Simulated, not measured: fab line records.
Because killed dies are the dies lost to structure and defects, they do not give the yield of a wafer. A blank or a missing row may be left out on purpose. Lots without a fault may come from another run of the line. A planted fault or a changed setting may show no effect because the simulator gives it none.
Struck lot and sound lot, side by side / flow nandHarc / 14 out of 1302 route steps
Sound: these wafers, L781.2, L781.4, L781.6. Wafers L791.2, L791.3, L791.6 were the ones struck. At the end, the cause is stated.
Each step with rows lists, per side, the tool, then ch with its chambers, then its first start. Under that, the readings that differ: sound wafers / struck wafers / difference of the means / sigmas: that difference in standard deviations of wafers without a fault.
alike: same words and numbers on both sides, and readings whose means sit less than 2 such deviations apart. not compared: any withheld reading, any reading some wafer has no value for, any bound like >300 that may hide the same value, and any number with overlapping values for which the record gives no deviation.
A row with sigmas, a row that says differs or no value, or rows on one side alone: a step with any of these is where the two part. Numbers that don't overlap but have no deviation are shown without sigmas and don't part them. A reading missing from all wafers of one side parts the sides only when that side holds two or more wafers.

first, 7 steps without rows for these wafers: NHARC_P_STI_SRD_35; NHARC_P_STI_ETCH_36 (etches SiO2 in dHF, target depth 38.8 nm); NHARC_P_STI_STRIP_24 (strips Si3N4 in H3PO4); NHARC_P_STI_ETCH_37 (etches SiO2 in dHF, target depth 11 nm); NHARC_P_STI_PRECLEAN_38 (cleans in SC1); NHARC_P_STI_SRD_39; NHARC_P_STI_OXIDE_40 (material SiO2, target thk 10 nm, ox time 1362 s).
NHARC_P_STI_INSPECT_25:
  sound on defectInspect-02 at day 4 11:55; struck on defectInspect-02 at day 8 20:55
  alike: rawDefectCount
then, 3 steps without rows for these wafers: NHARC_P_GATE_ETCH_69 (etches SiO2 in dHF, target depth 14 nm); NHARC_P_GATE_PRECLEAN_70 (cleans in SC1); NHARC_P_GATE_SRD_01.
NHARC_P_GATE_OXIDE_02: material SiO2, target thk 37.5 nm, ox time 365 s.
  sound on furnace-03 ch 0, day 4 15:17; struck on furnace-03 ch 0, day 9 04:53
  alike: spikeTcBottomC, tubeCenterTempC
then, 2 steps without rows for these wafers: NHARC_P_GATE_DEHYDRATE_03 (time 120 s); NHARC_END_SORT_01.

== WHERE THEY PART ==
Nowhere in this record.

WHY: what had been put in by the simulator
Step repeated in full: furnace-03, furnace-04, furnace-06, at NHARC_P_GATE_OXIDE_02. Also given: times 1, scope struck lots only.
